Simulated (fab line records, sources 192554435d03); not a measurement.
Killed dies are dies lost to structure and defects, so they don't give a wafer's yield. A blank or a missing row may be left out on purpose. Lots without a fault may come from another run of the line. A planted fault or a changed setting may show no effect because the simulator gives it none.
A struck lot beside a sound one | flow n5_finfet | 15 steps out of a route of 1938
Sound: wafers L119.1, L119.5, L119.6. Struck: wafers L122.2, L122.5. The cause comes at the end.
At each step with rows: each side's tool, then ch and its chambers, then its first start. Under that, the readings that differ: sound wafers | struck wafers | difference of the means | sigmas: that difference in standard deviations of wafers without a fault.
alike: readings whose means differ by less than 2 such deviations, and words and numbers that are the same on both sides. not compared: withheld readings, readings that some wafer has no value for, bounds like >300 that may hide the same value, and numbers for which the record gives no deviation and whose values overlap.
The two part at a step that has a row with sigmas, a row that says differs or no value, or rows on one side only. Numbers that don't overlap but have no deviation are shown without sigmas and don't part them. A reading that every wafer of one side lacks parts them only if that side has two wafers or more.

first, 1 step without rows for these wafers: N5_BEOL_M1_SPUTTER_92 (material Cu, target thk 4.5 nm, time 8.29 s).
N5_BEOL_M1_ANNEAL_93: time 240 s.
  sound on pvd_sputter-01, day 6 20:13; struck on pvd_sputter-03, day 7 17:48
  alike: heater_power_w, susceptor_temp_C_max
N5_BEOL_M1_SPUTTER_94: material Cu, target thk 4.5 nm, time 8.29 s.
  sound on pvd_sputter-01, day 6 20:21; struck on pvd_sputter-03, day 7 17:56
  alike: throttle_valve_pct
N5_BEOL_M1_ANNEAL_95: time 240 s.
  sound on pvd_sputter-01, day 6 20:26; struck on pvd_sputter-03, day 7 18:01
  alike: heater_power_w, susceptor_temp_C_max
then, 4 steps without rows for these wafers: N5_BEOL_M1_SPUTTER_96 (material Cu, target thk 4.5 nm, time 8.29 s); N5_BEOL_M1_ECD_50 (material Cu, target thk 300 nm); N5_BEOL_M1_ANNEAL_51 (time 90 s); N5_BEOL_M1_CMP_52 (polishes, stops on SiOC, t overpolish 6.8 s, target thk 40 nm).
N5_BEOL_M1_THK_MEAS_53: measures by xrf.
  sound on film_metro-02, day 6 21:22; struck on film_metro-01, day 7 19:02
  alike: M1_THK
N5_BEOL_M1_PRE_CLEAN_60: time 15 s.
  sound on cvd_co-02 ch 0,1,2, day 6 21:25; struck on cvd_co-01 ch 1,2, day 7 19:08
  alike: heater_power_w
N5_BEOL_M1_CO_CAP_55: material Co, precursor CCTBA/H2, target thk 2 nm, time 102.1 s.
  sound on cvd_co-02 ch 0,1,2, day 6 21:27; struck on cvd_co-01 ch 1,2, day 7 19:11
  alike: chamber_pressure_Torr, heater_power_w
then, 1 step without rows for these wafers: N5_BEOL_M1_PRE_CLEAN_56 (time 15 s).
N5_BEOL_M1_DEP_57: deposits SiCN from 3MS/NH3, target thk 8 nm, time 14 s.
  sound on pecvd-02 ch 0,1, day 6 21:34; struck on pecvd-02 ch 0,1, day 7 19:18
  reading                                  | sound | struck  | difference | sigmas
  model.SiCN_of_BEOL_M1_DEP_57.thk_nm (nm) | 8 8 8 | 8.2 8.4 | +0.3       |
  alike: chamber_pressure_Torr, showerhead_plenum_p_Torr, throttle_valve_pct
N5_BEOL_M1_RS_MEAS_58: measures by four-point-probe.
  sound on film_metro-02, day 6 21:38; struck on film_metro-02, day 7 19:22
  alike: M1_RS
-- the record jumps here: 5 days lie between the struck wafers' starts before and after (it left off in module BEOL_M1 and takes up again in module PASSIVATION, whose first step shown is number 1936 of the route) --
N5_PASSIVATION_PROBE_49:
  sound on prober-01, day 12 07:42; struck on prober-01, day 13 01:50
  reading             | sound    | struck | difference | sigmas
  killed_at_front_end | 51 57 63 | 26 27  | -30        | -3
  alike: killed_at_M0_to_M3, killed_at_M4_up, killed_at_contacts, killed_at_other, killed_dies, killed_open, killed_short

WHERE THEY PART
Only at N5_PASSIVATION_PROBE_49, within this record.

WHY: what the simulator had put in
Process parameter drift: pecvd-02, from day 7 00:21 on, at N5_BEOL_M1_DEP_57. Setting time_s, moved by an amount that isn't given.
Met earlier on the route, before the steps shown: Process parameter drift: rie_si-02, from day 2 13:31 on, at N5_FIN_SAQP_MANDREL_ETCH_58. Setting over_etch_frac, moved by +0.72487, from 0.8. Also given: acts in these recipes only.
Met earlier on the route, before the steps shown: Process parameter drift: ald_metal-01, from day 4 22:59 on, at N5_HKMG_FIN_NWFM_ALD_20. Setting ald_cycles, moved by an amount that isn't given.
